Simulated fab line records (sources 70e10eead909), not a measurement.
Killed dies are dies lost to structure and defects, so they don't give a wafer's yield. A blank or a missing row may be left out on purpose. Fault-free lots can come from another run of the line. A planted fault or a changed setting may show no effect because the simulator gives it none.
fab line records ; flow nand-harc
record: lots: 6; wafers: 18; last-day: 33
route steps=1302 shown A_CONTACT@1032 END@1302
lots untouched by any fault: they come from a run of this same line in which no faults occurred
start-h: hours from the record's first day to the start of the lot's first wafer shown ; wait-h: hours since the lot's step before ; " identical to the entry in the row above ; L1.1+2: one row covering several wafers at once ; - no value, or no start given ; * or withheld: withheld ; < > ~ a bound
route shown NAME@n: a module of which the file shows steps, and the number in the route of the first ; usual: mean and standard deviation over wafers with no fault ; same: alike in all rows ; chamber/n: place in a boat ; sites: readings site by site ; _std_site: the standard deviation of these ; _edge_site: outer sites' mean less inner sites' ; radius-mm: for every site, how far away it sits from the centre of the wafer ; mask NAME#n: copy n ; behind: the last tool/chamber to shape the wafer ; hold: reason for holding the lot/hours on hold/outcome of the hold ; device: the transistor (n, p or np) that didn't switch ; end of line: tests run on the same wafers once the route is complete ; a step given without rows: its recipe and nothing more ; killed: count of dies lost to structure and defects at first sort (not the wafer's yield) ; map: a wafer's dies, marking killed ones x, the rest . and places with no die _
set.NAME: the setting as run; set.NAME@STEP: as run at that earlier step ; model.NAME: the simulator's own value behind a step, which no gauge read
lots at selected steps of the route; one table per step, one row per wafer
services: the hour from which a tool's chamber was out of use, counted from the record's first day as start-h (under 0 if before that day), plus the number of hours and why
== steps ==
step: NHARC_A_CONTACT_COAT_62
recipe: temp-c: 225; time-s: 65
step: NHARC_A_CONTACT_COAT_63
recipe: spin-rpm: 1500; resist-thk-nm: 90
step: NHARC_A_CONTACT_SOFTBAKE_64
recipe: temp-c: 105; time-s: 55
step: NHARC_A_CONTACT_EBR_65
step: NHARC_A_CONTACT_EXPOSE_66
recipe: na: 1.35; sigma-outer: 0.8; dose-mj: 59.02; mask-id: A_CC_2
step: NHARC_A_CONTACT_PEB_67
recipe: peb-temp-c: 100; peb-time-s: 65
step: NHARC_A_CONTACT_DEVELOP_68
recipe: develop-time-s: 35; dev-temp-c: 23
step: NHARC_A_CONTACT_CD_MEAS_69
recipe: target-cd-nm: 300; landing-energy-ev: 500
usual: cd-nm: 300.0/0.51
lot.wafer;tool;chamber;start-h;wait-h;cd-nm
L991.1;cd-sem-01;0;592.12;-;299.5
L991.3;cd-sem-01;0;592.12;-;300.4
L991.4;cd-sem-01;0;592.12;-;299.4
L992.2;cd-sem-01;0;633.98;-;299.1
L992.3;cd-sem-01;0;633.98;-;299.3
L992.5;cd-sem-01;0;633.98;-;299.1
L994.1;cd-sem-01;0;635.39;-;300.2
L994.3;cd-sem-01;0;635.39;-;300.0
L994.4;cd-sem-01;0;635.39;-;299.7
L999.1;cd-sem-02;0;654.94;-;299.5
L999.2;cd-sem-02;0;654.94;-;300.1
L999.5;cd-sem-02;0;654.94;-;300.4
L104.1;cd-sem-03;0;724.42;-;300.5
L104.2;cd-sem-03;0;724.42;-;300.4
L104.3;cd-sem-03;0;724.42;-;299.9
L105.1;cd-sem-03;0;736.17;-;299.3
L105.3;cd-sem-03;0;736.17;-;299.9
L105.5;cd-sem-03;0;736.17;-;299.2
step: NHARC_A_CONTACT_OVL_MEAS_70
usual: overlay-x-nm: 0.0/0.87; overlay-y-nm: 0.2/0.88
lot.wafer;tool;chamber;start-h;wait-h;overlay-x-nm;overlay-y-nm
L991.1;overlay-02;-;592.21;-;-0.8;1.8
L991.3;overlay-02;-;592.21;-;-0.7;1.1
L991.4;overlay-02;-;592.21;-;-0.6;1.6
L992.2;overlay-01;-;634.07;-;-1.2;0.1
L992.3;overlay-01;-;634.07;-;-1.6;-0.3
L992.5;overlay-01;-;634.07;-;-1.4;-0.3
L994.1;overlay-02;-;635.48;-;0.2;1.2
L994.3;overlay-02;-;635.48;-;0.1;1.2
L994.4;overlay-02;-;635.48;-;0.0;1.2
L999.1;overlay-02;-;655.03;-;-0.9;0.5
L999.2;overlay-02;-;655.03;-;-0.3;1.2
L999.5;overlay-02;-;655.03;-;-0.6;0.3
L104.1;overlay-01;-;724.51;-;0.4;-1.0
L104.2;overlay-01;-;724.51;-;0.6;-0.5
L104.3;overlay-01;-;724.51;-;0.8;-1.6
L105.1;overlay-01;-;736.26;-;1.1;-0.6
L105.3;overlay-01;-;736.26;-;0.5;-0.8
L105.5;overlay-01;-;736.26;-;0.9;-0.7
step: NHARC_A_CONTACT_INSPECT_71
usual: raw-defect-count: 79/37
lot.wafer;tool;chamber;start-h;wait-h;raw-defect-count
L991.1;defect-inspect-01;-;592.24;0.0;26
L991.3;defect-inspect-01;-;592.24;0.0;40
L991.4;defect-inspect-01;-;592.24;0.0;57
L992.2;defect-inspect-02;-;634.10;0.0;140
L992.3;defect-inspect-02;-;634.10;0.0;160
L992.5;defect-inspect-02;-;634.10;0.0;158
L994.1;defect-inspect-01;-;635.52;0.0;109
L994.3;defect-inspect-01;-;635.52;0.0;120
L994.4;defect-inspect-01;-;635.52;0.0;122
L999.1;defect-inspect-01;-;655.07;0.0;74
L999.2;defect-inspect-01;-;655.07;0.0;60
L999.5;defect-inspect-01;-;655.07;0.0;79
L104.1;defect-inspect-02;-;724.54;0.0;128
L104.2;defect-inspect-02;-;724.54;0.0;148
L104.3;defect-inspect-02;-;724.54;0.0;124
L105.1;defect-inspect-02;-;736.29;0.0;34
L105.3;defect-inspect-02;-;736.29;0.0;26
L105.5;defect-inspect-02;-;736.29;0.0;23
step: NHARC_A_CONTACT_DESCUM_74
recipe: time-s: 3; o2-flow-sccm: 200; ar-flow-sccm: 0; bias-power-w: 0; chemistry: O2
usual: drypump-motor-current-A: 5.7/0.34; oes-product-au: 0.999/0.011; rf-vpp-V: 57.5/0.85; showerhead-plenum-p-Torr: 1.88/0.096; throttle-valve-pct: 11.312/0.0088
lot.wafer;tool;chamber;start-h;wait-h;drypump-motor-current-A;oes-product-au;rf-hours-counter-h;rf-vpp-V;showerhead-plenum-p-Torr;throttle-valve-pct
L991.3;rie-diel-07;2;592.30;0.1;5.6;1.023;20;56.6;1.83;11.315
L991.1;rie-diel-07;3;592.30;0.1;5.4;1.002;18;57.3;1.82;11.317
L991.4;rie-diel-07;0;592.30;0.1;5.8;1.003;17;56.8;1.78;11.315
L992.2;rie-diel-11;2;634.73;0.6;6.1;1.000;5;57.3;1.86;11.304
L992.3;rie-diel-11;3;634.73;0.6;5.1;0.986;6;57.8;1.81;11.288
L992.5;rie-diel-11;0;634.73;0.6;6.1;0.996;-;57.8;2.06;11.304
L994.4;rie-diel-11;2;636.63;1.1;6.1;0.999;7;59.3;1.86;11.324
L994.1;rie-diel-11;3;636.63;1.1;5.2;1.002;7;57.2;1.81;11.316
L994.3;rie-diel-11;1;636.63;1.1;5.5;1.004;6;57.6;2.00;11.315
L999.1;rie-diel-11;3;655.14;0.1;5.2;0.992;16;57.5;1.80;11.311
L999.2;rie-diel-11;0;655.14;0.1;6.1;0.999;16;58.4;2.05;11.317
L999.5;rie-diel-11;2;655.14;0.1;6.1;0.992;-;56.9;1.85;11.307
L104.2;rie-diel-07;3;724.60;0.1;5.4;0.999;4;56.5;1.81;11.318
L104.3;rie-diel-07;0;724.60;0.1;5.9;1.008;3;57.1;1.78;11.300
L104.1;rie-diel-07;2;724.60;0.1;5.6;1.010;3;56.7;1.83;11.325
L105.1;rie-diel-07;2;736.37;0.1;5.7;0.993;4;57.5;1.83;11.310
L105.3;rie-diel-07;3;736.37;0.1;5.4;0.990;6;55.8;1.81;11.305
L105.5;rie-diel-07;1;736.37;0.1;5.5;0.990;-;58.0;2.01;11.307
step: NHARC_A_CONTACT_ETCH_75
recipe: target-depth-a: 390; over-etch-frac: 0.3; time-s: 65; ion-energy-ev: 80; cf4-flow-sccm: 150; ar-flow-sccm: 0; rf-w: 300; bias-w: 100; chemistry: CF4
usual: drypump-motor-current-A: 5.7/0.35; oes-product-au: 0.999/0.011; rf-vpp-V: 150.9/1.4; showerhead-plenum-p-Torr: 1.74/0.084; throttle-valve-pct: 13.283/0.0086
lot.wafer;tool;chamber;start-h;wait-h;drypump-motor-current-A;oes-product-au;rf-hours-counter-h;rf-vpp-V;showerhead-plenum-p-Torr;throttle-valve-pct
L991.1;rie-diel-07;0;592.39;0.1;5.9;1.012;17;150.4;1.65;13.297
L991.4;rie-diel-07;1;592.39;0.1;5.5;1.004;14;152.2;1.85;13.277
L991.3;rie-diel-07;2;592.39;0.1;5.7;1.009;20;150.7;1.69;13.298
L992.3;rie-diel-11;1;635.06;0.3;5.5;0.994;5;152.6;1.85;13.279
L992.2;rie-diel-11;2;635.06;0.3;6.1;1.000;5;150.3;1.72;13.284
L992.5;rie-diel-11;0;635.06;0.3;6.2;1.002;-;151.4;1.89;13.286
L994.3;rie-diel-11;3;636.91;0.2;5.2;0.995;7;150.0;1.68;13.283
L994.4;rie-diel-11;1;636.91;0.2;5.5;1.009;7;152.1;1.85;13.283
L994.1;rie-diel-11;2;636.91;0.2;6.1;0.995;7;149.8;1.72;13.280
L999.2;rie-diel-11;2;655.22;0.1;6.1;0.988;16;151.2;1.72;13.291
L999.1;rie-diel-11;3;655.22;0.1;5.1;0.998;16;149.9;1.67;13.270
L999.5;rie-diel-11;1;655.22;0.1;5.5;0.999;-;150.6;1.84;13.278
L104.3;rie-diel-07;2;724.72;0.1;5.7;1.009;3;150.1;1.69;13.278
L104.1;rie-diel-07;3;724.72;0.1;5.4;0.992;4;149.9;1.68;13.291
L104.2;rie-diel-07;0;724.72;0.1;5.8;1.002;3;150.9;1.65;13.279
L105.3;rie-diel-07;0;736.44;0.1;5.9;0.999;5;150.3;1.65;13.278
L105.1;rie-diel-07;1;736.44;0.1;5.5;0.987;4;153.7;1.85;13.280
L105.5;rie-diel-07;3;736.44;0.1;5.4;0.992;-;148.5;1.68;13.296
step: NHARC_A_CONTACT_ETCH_76
recipe: target-depth-a: 2600; over-etch-frac: 0.3; time-s: 475.3; ion-energy-ev: 200; n2-flow-sccm: 150; h2-flow-sccm: 150; ar-flow-sccm: 0; rf-w: 400; bias-w: 150; chemistry: N2/H2
usual: drypump-motor-current-A: 5.7/0.35; oes-product-au: 0.998/0.011; rf-vpp-V: 430/3.1; showerhead-plenum-p-Torr: 2.01/0.11; throttle-valve-pct: 14.172/0.0092
lot.wafer;tool;chamber;start-h;wait-h;drypump-motor-current-A;oes-product-au;rf-hours-counter-h;rf-vpp-V;showerhead-plenum-p-Torr;throttle-valve-pct
L991.1;rie-diel-07;1;592.48;-;5.6;1.008;14;434;2.14;14.178
L991.4;rie-diel-07;2;592.48;-;5.7;1.010;20;430;1.95;14.182
L991.3;rie-diel-07;3;592.48;-;5.4;0.997;18;427;1.93;14.182
L992.3;rie-diel-11;0;636.42;-;6.2;0.998;7;435;2.19;14.174
L992.2;rie-diel-11;2;636.42;-;6.1;0.998;6;429;1.98;14.167
L992.5;rie-diel-11;0;636.42;-;6.1;1.011;-;435;2.19;14.177
L994.1;rie-diel-11;0;637.16;-;6.1;1.002;7;434;2.19;14.177
L994.4;rie-diel-11;2;637.16;-;6.1;1.001;7;429;1.98;14.168
L994.3;rie-diel-11;3;637.16;-;5.1;1.273;7;428;1.92;14.177
L999.2;rie-diel-11;3;655.30;-;5.1;1.248;16;429;1.92;14.186
L999.1;rie-diel-11;0;655.30;-;6.2;1.003;16;433;2.19;14.179
L999.5;rie-diel-11;0;655.30;-;6.2;1.005;-;436;2.19;14.174
L104.1;rie-diel-07;2;725.07;-;5.7;1.000;3;428;1.94;14.170
L104.2;rie-diel-07;3;725.07;-;5.4;1.000;4;428;1.93;14.158
L104.3;rie-diel-07;1;725.07;-;5.5;1.004;3;433;2.14;14.160
L105.1;rie-diel-07;1;736.56;-;5.5;1.006;4;433;2.14;14.168
L105.3;rie-diel-07;2;736.56;-;5.7;1.011;4;428;1.94;14.166
L105.5;rie-diel-07;1;736.56;-;5.5;1.000;-;433;2.14;14.171
step: NHARC_A_CONTACT_ETCH_77
recipe: target-depth-a: 1089; time-s: 54.5; cf4-flow-sccm: 100; chf3-flow-sccm: 30; ar-flow-sccm: 0; rf-w: 500; bias-w: 200; chemistry: CF4/CHF3
usual: chf3-flow-sccm: 30.00/0.088; drypump-motor-current-A: 5.7/0.33; oes-product-au: 0.930/0.018; rf-vpp-V: 369.7/2.7; showerhead-plenum-p-Torr: 1.55/0.077; throttle-valve-pct: 16.802/0.0096
lot.wafer;tool;chamber;start-h;wait-h;chf3-flow-sccm;drypump-motor-current-A;oes-product-au;rf-hours-counter-h;rf-vpp-V;showerhead-plenum-p-Torr;throttle-valve-pct
L991.1;rie-diel-07;0;-;-;30.04;5.8;0.928;18;366.2;1.47;16.821
L991.3;rie-diel-07;2;-;-;30.18;5.6;0.929;20;367.2;1.51;16.780
L991.4;rie-diel-07;3;-;-;30.04;5.4;0.925;18;367.3;1.50;16.811
L992.3;rie-diel-11;1;-;-;29.98;5.5;0.921;7;372.5;1.64;16.794
L992.2;rie-diel-11;0;-;-;30.01;6.1;0.918;7;374.0;1.68;16.803
L992.5;rie-diel-11;2;-;-;30.01;6.1;0.923;-;367.8;1.53;16.799
L994.1;rie-diel-11;1;-;-;29.86;5.5;0.944;9;372.9;1.64;16.800
L994.3;rie-diel-11;3;-;-;29.94;5.2;0.928;9;367.5;1.49;16.808
L994.4;rie-diel-11;0;-;-;29.96;6.2;0.949;8;375.3;1.68;16.800
L999.2;rie-diel-11;2;-;-;29.91;6.1;0.922;17;368.0;1.53;16.804
L999.1;rie-diel-11;3;-;-;30.01;5.1;0.918;16;367.9;1.49;16.789
L999.5;rie-diel-11;0;-;-;29.89;6.1;0.916;-;374.9;1.68;16.793
L104.1;rie-diel-07;1;-;-;30.04;5.5;0.927;3;371.9;1.65;16.800
L104.3;rie-diel-07;2;-;-;30.01;5.7;0.922;3;369.4;1.51;16.790
L104.2;rie-diel-07;3;-;-;30.18;5.4;0.913;4;367.6;1.50;16.799
L105.1;rie-diel-07;1;-;-;30.16;5.5;0.925;4;372.5;1.65;16.811
L105.3;rie-diel-07;2;-;-;29.99;5.7;0.932;4;367.2;1.50;16.811
L105.5;rie-diel-07;3;-;-;29.92;5.4;0.922;-;368.4;1.50;16.801
step: NHARC_END_SORT_01
recipe: temp-c: 25
usual: killed-at-array: 56/18; killed-at-other: 1.4/1.5; killed-at-periphery: 4/3.1; killed-dies: 61/19; killed-open: 3.5/1.8; killed-short: 2.4/1.4
same: gross-dies: 677
lot.wafer;tool;chamber;start-h;wait-h;killed-at-array;killed-at-other;killed-at-periphery;killed-dies;killed-open;killed-short
L991.1;prober-01;0;654.73;2.5;31;3;9;43;4;2
L991.3;prober-01;0;656.32;3.1;41;2;8;51;6;2
L991.4;prober-01;0;657.12;3.4;47;1;12;60;5;3
L992.2;prober-01;0;701.83;2.8;76;0;9;85;3;3
L992.3;prober-01;0;702.62;3.0;96;2;5;103;2;4
L992.5;prober-01;0;704.19;3.6;57;0;9;66;2;1
L994.1;prober-01;0;708.75;2.5;73;0;2;75;4;0
L994.3;prober-01;0;710.33;3.1;83;1;2;86;3;2
L994.4;prober-01;0;711.13;3.4;79;0;3;82;4;2
L999.1;prober-02;0;714.39;2.5;58;4;2;64;6;2
L999.2;prober-02;0;715.19;2.8;55;2;4;61;3;7
L999.5;prober-02;0;717.60;3.7;56;3;1;60;4;1
L104.1;prober-01;0;788.14;2.5;74;2;6;82;3;4
L104.2;prober-01;0;788.94;2.8;70;4;2;76;2;4
L104.3;prober-01;0;789.74;3.1;55;4;2;61;2;2
L105.1;prober-02;0;798.67;2.5;37;1;7;45;9;2
L105.3;prober-02;0;800.28;3.1;25;0;2;27;0;2
L105.5;prober-02;0;801.89;3.7;34;1;2;37;5;1
killed by level:class
L991.1 A_CHANNEL_HOLE_D2:chamber-film-flake=15 A_STAIRCASE:chamber-film-flake=9 P_CONTACT:chamber-film-flake=6 THIN_TSV:chamber-film-flake=3 P_CONTACT:geometric-particle:open=2 A_CONTACT:chamber-film-flake=2 A_SOURCE_PLATE:geometric-particle:short=1 A_CHANNEL_HOLE_D2:geometric-particle:short=1
L991.3 A_CHANNEL_HOLE_D2:chamber-film-flake=17 A_STAIRCASE:chamber-film-flake=13 A_CHANNEL_HOLE_D1:chamber-film-flake=4 P_CONTACT:chamber-film-flake=2 P_BONDPAD:chamber-film-flake=2 THIN_TSV:chamber-film-flake=2 P_CONTACT:geometric-particle:open=1 A_ONON_D1:geometric-particle:open=1
L991.4 A_STAIRCASE:chamber-film-flake=19 A_CHANNEL_HOLE_D2:chamber-film-flake=13 P_CONTACT:chamber-film-flake=5 A_CHANNEL_HOLE_D1:chamber-film-flake=5 P_GATE:chamber-film-flake=2 A_CONTACT:chamber-film-flake=2 P_GATE:geometric-particle:open=1 P_M0:geometric-particle:short=1
L992.2 A_CHANNEL_HOLE_D1:chamber-film-flake=23 A_SLIT:chamber-film-flake=23 A_CHANNEL_HOLE_D2:chamber-film-flake=19 P_BONDPAD:chamber-film-flake=6 A_CONTACT:chamber-film-flake=5 P_M0:geometric-particle:short=1 P_M0:geometric-particle:open=1 A_ONON_D1:geometric-particle:open=1
L992.3 A_CHANNEL_HOLE_D1:chamber-film-flake=36 A_SLIT:chamber-film-flake=28 A_CONTACT:chamber-film-flake=13 A_CHANNEL_HOLE_D2:chamber-film-flake=10 P_BONDPAD:chamber-film-flake=4 A_WL_FILL:geometric-particle:short=2 P_CONTACT:geometric-particle:open=1 A_ONON_D1:geometric-particle:open=1
L992.5 A_CHANNEL_HOLE_D1:chamber-film-flake=22 A_SLIT:chamber-film-flake=14 A_CHANNEL_HOLE_D2:chamber-film-flake=12 A_CONTACT:chamber-film-flake=4 P_BONDPAD:chamber-film-flake=3 P_GATE:chamber-film-flake=2 P_CONTACT:geometric-particle:open=1 P_M0:geometric-particle:open=1
L994.1 A_CHANNEL_HOLE_D1:chamber-film-flake=32 A_SLIT:chamber-film-flake=26 A_WL_FILL:chamber-film-flake=4 A_ZERO_WELL:chamber-film-flake=3 A_STAIRCASE:chamber-film-flake=2 A_CHANNEL_HOLE_D1:geometric-particle:open=1 A_ONON_D2:geometric-particle:open=1 A_WL_FILL:geometric-particle:open=1
L994.3 A_SLIT:chamber-film-flake=38 A_CHANNEL_HOLE_D1:chamber-film-flake=37 P_BONDPAD:chamber-film-flake=2 A_WL_FILL:chamber-film-flake=2 A_DECK1_JOINT:geometric-particle:short=1 A_SGD_CUT:geometric-particle:open=1 A_SGD_CUT:geometric-particle:short=1 A_WL_FILL:geometric-particle:open=1
L994.4 A_CHANNEL_HOLE_D1:chamber-film-flake=43 A_SLIT:chamber-film-flake=28 A_ONON_D2:geometric-particle:open=2 P_CONTACT:geometric-particle:short=1 A_SOURCE_PLATE:geometric-particle:open=1 A_CHANNEL_FILL_D2:geometric-particle:short=1 A_M1:geometric-particle:open=1 P_ZERO_WELL:chamber-film-flake=1
L999.1 A_CHANNEL_HOLE_D1:chamber-film-flake=33 A_SLIT:chamber-film-flake=8 A_CONTACT:chamber-film-flake=8 THIN_TSV:chamber-film-flake=3 A_STAIRCASE:chamber-film-flake=2 P_GATE:geometric-particle:open=1 P_CONTACT:geometric-particle:open=1 A_ONON_D1:geometric-particle:short=1
L999.2 A_CHANNEL_HOLE_D1:chamber-film-flake=28 A_CONTACT:chamber-film-flake=9 A_SLIT:chamber-film-flake=5 A_DECK1_JOINT:geometric-particle:open=2 A_WL_FILL:chamber-film-flake=2 A_CHANNEL_FILL_D1:chamber-film-flake=2 THIN_TSV:chamber-film-flake=2 P_STI:geometric-particle:short=1
L999.5 A_CHANNEL_HOLE_D1:chamber-film-flake=36 A_SLIT:chamber-film-flake=8 A_CONTACT:chamber-film-flake=5 THIN_TSV:chamber-film-flake=3 A_CHANNEL_HOLE_D1:geometric-particle:open=2 P_M1:geometric-particle:open=1 A_CHANNEL_FILL_D1:geometric-particle:short=1 A_M0:geometric-particle:open=1
L104.1 A_SLIT:chamber-film-flake=25 A_CHANNEL_HOLE_D2:chamber-film-flake=20 A_CHANNEL_HOLE_D1:chamber-film-flake=14 A_CONTACT:chamber-film-flake=9 P_M0:geometric-particle:open=3 P_GATE:chamber-film-flake=2 A_DECK1_JOINT:chamber-film-flake=2 THIN_TSV:chamber-film-flake=2
L104.2 A_CHANNEL_HOLE_D2:chamber-film-flake=21 A_SLIT:chamber-film-flake=19 A_CHANNEL_HOLE_D1:chamber-film-flake=15 A_CONTACT:chamber-film-flake=4 THIN_TSV:chamber-film-flake=4 A_DECK1_JOINT:chamber-film-flake=3 A_M1:chamber-film-flake=2 P_CONTACT:geometric-particle:short=1
L104.3 A_CHANNEL_HOLE_D2:chamber-film-flake=22 A_SLIT:chamber-film-flake=14 A_CHANNEL_HOLE_D1:chamber-film-flake=9 THIN_TSV:chamber-film-flake=3 A_CHANNEL_FILL_D2:chamber-film-flake=2 A_STAIRCASE:chamber-film-flake=2 A_CONTACT:chamber-film-flake=2 P_CONTACT:geometric-particle:short=1
L105.1 A_CONTACT:chamber-film-flake=10 A_SLIT:chamber-film-flake=7 A_STAIRCASE:chamber-film-flake=6 P_ZERO_WELL:chamber-film-flake=4 A_ONON_D2:geometric-particle:open=2 A_CHANNEL_HOLE_D1:chamber-film-flake=2 A_DECK1_JOINT:chamber-film-flake=2 P_CONTACT:geometric-particle:open=1
L105.3 A_SLIT:chamber-film-flake=9 A_CONTACT:chamber-film-flake=7 P_STI:chamber-film-flake=2 A_CHANNEL_HOLE_D1:chamber-film-flake=2 A_CHANNEL_FILL_D2:chamber-film-flake=2 A_ONON_D1:geometric-particle:short=1 A_CHANNEL_FILL_D2:geometric-particle:short=1 A_CHANNEL_HOLE_D2:chamber-film-flake=1
L105.5 A_CONTACT:chamber-film-flake=12 A_SLIT:chamber-film-flake=8 A_CHANNEL_HOLE_D2:chamber-film-flake=4 A_STAIRCASE:chamber-film-flake=2 A_M1:chamber-film-flake=2 P_CONTACT:geometric-particle:open=1 P_M1:geometric-particle:short=1 A_CHANNEL_FILL_D1:geometric-particle:open=1
== services ==
tool;chamber;start-h;hours;kind
rie-diel-11;0;568.80;-;clean
rie-diel-11;1;568.80;-;clean
rie-diel-11;2;568.80;-;clean
rie-diel-11;3;568.80;-;clean
rie-diel-07;0;578.44;-;clean
rie-diel-07;1;578.44;-;clean
rie-diel-07;2;578.44;-;clean
rie-diel-07;3;578.44;-;clean
rie-diel-07;-;586.78;0.6;repair
rie-diel-11;0;593.32;-;clean
rie-diel-11;1;593.32;-;clean
rie-diel-11;2;593.32;-;clean
rie-diel-11;3;593.32;-;clean
rie-diel-07;0;602.94;-;clean
rie-diel-07;1;602.94;-;clean
rie-diel-07;2;602.94;-;clean
rie-diel-07;3;602.94;-;clean
rie-diel-11;-;611.04;9.0;pm
rie-diel-11;0;611.04;9.0;vent-cycle
rie-diel-11;1;611.04;9.0;vent-cycle
rie-diel-11;2;611.04;9.0;vent-cycle
rie-diel-11;3;611.04;9.0;vent-cycle
rie-diel-11;0;700.93;5.1;repair
rie-diel-07;-;704.90;9.0;pm
== key ==
first-sign: step: NHARC_A_CONTACT_ETCH_76; reading: oes-product-au; direction: up; sigmas: 24; usual: 0.998; struck: 1.260
effect none on later readings
met-at NHARC_A_CONTACT_ETCH_76
struck-wafers L994.3,L999.2
tester-left-out L994,L999
fault: kind: process-parameter-drift; tool: rie-diel-11; chamber: 3; onset-h: 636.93; steps: NHARC_A_CONTACT_ETCH_76; channel: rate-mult; offset: 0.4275; shape: step; end-h: 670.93
tester-left-out: of these lots the tester's yield and bins aren't shown, on N5 and GAA mostly nor the transistor test; their killed dies are dies lost to structure and defects alone, not to doping, threshold or leakage, so they don't give the yield
